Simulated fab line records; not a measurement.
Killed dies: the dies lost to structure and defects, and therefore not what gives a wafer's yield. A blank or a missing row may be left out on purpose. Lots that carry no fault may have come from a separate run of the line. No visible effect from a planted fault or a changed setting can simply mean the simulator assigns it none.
Matching of chambers :: flow nandHarc :: NHARC_A_BONDPAD_DEP_00 on pecvd-01 has 3 sister chambers
The step deposits SiCN, target thk 250 nm. 16 wafers are shown with their chamber, then 8 later ones without.

== WAFERS WITH THEIR CHAMBER ==
wafer: L338.1
chamber: 1
heaterPowerW (W): 679

wafer: L338.3
chamber: 0
heaterPowerW (W): 470

wafer: L338.5
chamber: 1
heaterPowerW (W): 692

wafer: L339.2
chamber: 2
heaterPowerW (W): 572

wafer: L339.3
chamber: 1
heaterPowerW (W): 673

wafer: L339.4
chamber: 1
heaterPowerW (W): 683

wafer: L344.1
chamber: 2
heaterPowerW (W): 618

wafer: L344.4
chamber: 2
heaterPowerW (W): 657

wafer: L344.5
chamber: 0
heaterPowerW (W): 509

wafer: L347.1
chamber: 0
heaterPowerW (W): 433

wafer: L347.3
chamber: 2
heaterPowerW (W): 671

wafer: L347.5
chamber: 2
heaterPowerW (W): 691

wafer: L350.1
chamber: 2
heaterPowerW (W): 643

wafer: L350.3
chamber: 1
heaterPowerW (W): 599

wafer: L350.4
chamber: 0
heaterPowerW (W): 498

wafer: L353.3
chamber: 2
heaterPowerW (W): 693

SIGNATURES (means of the wafers above)
reading: heaterPowerW
chamber 0: 477.50
chamber 1: 665.20
chamber 2: 649.29
scatter within a chamber: 39.5
Rule: a wafer's distance from a chamber is the root of the sum, over the readings, of the square of ((its reading less the chamber's mean) divided by the reading's scatter). The wafer belongs to the nearest chamber; if the next one is less than 2 further off, it can't be placed. How the scatter is found: for the shown wafers, subtract from each reading the mean of its chamber, square and add these, divide the total by (wafers less chambers), then take the root.

== WAFERS WHOSE CHAMBER IS MISSING ==
wafer: L353.5
heaterPowerW (W): 491

wafer: L353.6
heaterPowerW (W): 577

wafer: L359.1
heaterPowerW (W): 643

wafer: L359.3
heaterPowerW (W): 593

wafer: L359.5
heaterPowerW (W): 623

wafer: L361.1
heaterPowerW (W): 467

wafer: L361.3
heaterPowerW (W): 657

wafer: L361.4
heaterPowerW (W): 482

== CHAMBER TAKEN BY EACH ==
wafer: L353.5
from the rows above: 0
in truth: 0

wafer: L353.6
from the rows above: can't be placed: 2 or 1 or 0
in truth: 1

wafer: L359.1
from the rows above: can't be placed: 2 or 1
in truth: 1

wafer: L359.3
from the rows above: can't be placed: 2 or 1 or 0
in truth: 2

wafer: L359.5
from the rows above: can't be placed: 2 or 1
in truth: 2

wafer: L361.1
from the rows above: 0
in truth: 0

wafer: L361.3
from the rows above: can't be placed: 2 or 1
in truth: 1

wafer: L361.4
from the rows above: 0
in truth: 0
3 of 8 placed correctly. Can't be placed from these rows: 5 (the true chamber is among the candidates in 5). Wrongly placed: 0.
